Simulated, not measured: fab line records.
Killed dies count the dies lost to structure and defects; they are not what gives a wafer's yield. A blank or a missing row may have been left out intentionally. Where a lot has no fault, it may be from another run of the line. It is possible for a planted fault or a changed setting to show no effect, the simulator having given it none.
Chamber matching + flow n5Finfet + pecvd-01 running N5_FIN_SAQP_PECVD_48: 3 sister chambers
The step deposits SiNx from SiH4/NH3/N2, target thk 25 nm, time 22.1 s. 6 wafers are shown with their chamber, then 12 later ones without.

## WAFERS WITH THEIR CHAMBER
| wafer  | chamber | throttleValvePct (%) | showerheadPlenumPTorr (Torr) |
|--------|---------|----------------------|------------------------------|
| L079.6 | 1       | 45.0                 | 5.15                         |
| L080.3 | 1       | 44.8                 | 5.14                         |
| L082.4 | 2       | 42.4                 | 5.15                         |
| L083.1 | 2       | 42.5                 | 5.17                         |
| L083.2 | 0       | 38.9                 | 5.00                         |
| L083.6 | 0       | 38.3                 | 5.02                         |

## WAFERS WITHOUT THEIR CHAMBER
| wafer  | throttleValvePct (%) | showerheadPlenumPTorr (Torr) |
|--------|----------------------|------------------------------|
| L085.1 | 42.4                 | 5.16                         |
| L085.2 | 38.4                 | 5.01                         |
| L085.3 | 45.0                 | 5.14                         |
| L089.1 | 42.5                 | 5.16                         |
| L089.2 | 45.0                 | 5.16                         |
| L089.5 | 45.2                 | 5.13                         |
| L090.3 | 42.4                 | 5.16                         |
| L090.4 | 45.0                 | 5.15                         |
| L090.5 | 42.9                 | 5.15                         |
| L096.3 | 45.0                 | 5.14                         |
| L096.4 | 42.5                 | 5.16                         |
| L096.5 | 44.9                 | 5.14                         |

## THE CHAMBER EACH PASSED THROUGH
| wafer  | from the rows above | in truth |
|--------|---------------------|----------|
| L085.1 | 2                   | 2        |
| L085.2 | 0                   | 0        |
| L085.3 | 1                   | 1        |
| L089.1 | 2                   | 2        |
| L089.2 | 1                   | 1        |
| L089.5 | 1                   | 1        |
| L090.3 | 2                   | 2        |
| L090.4 | 1                   | 1        |
| L090.5 | 2                   | 2        |
| L096.3 | 1                   | 1        |
| L096.4 | 2                   | 2        |
| L096.5 | 1                   | 1        |
Placed correctly: 12 of 12. Not placeable from these rows: 0. Wrongly placed: 0.
How it was worked out, from the rows above alone: a wafer's distance from a chamber is the root of the sum, over the readings, of the square of ((its reading less the chamber's mean) divided by the reading's scatter). If the next closest chamber is less than 2 further off than the closest, the wafer can't be placed; otherwise it belongs to the closest. Each chamber's mean is taken over the wafers shown for it. The scatter: take each reading less its chamber's mean, square it, sum over the shown wafers, divide by the number of wafers less the number of chambers, and take the root.
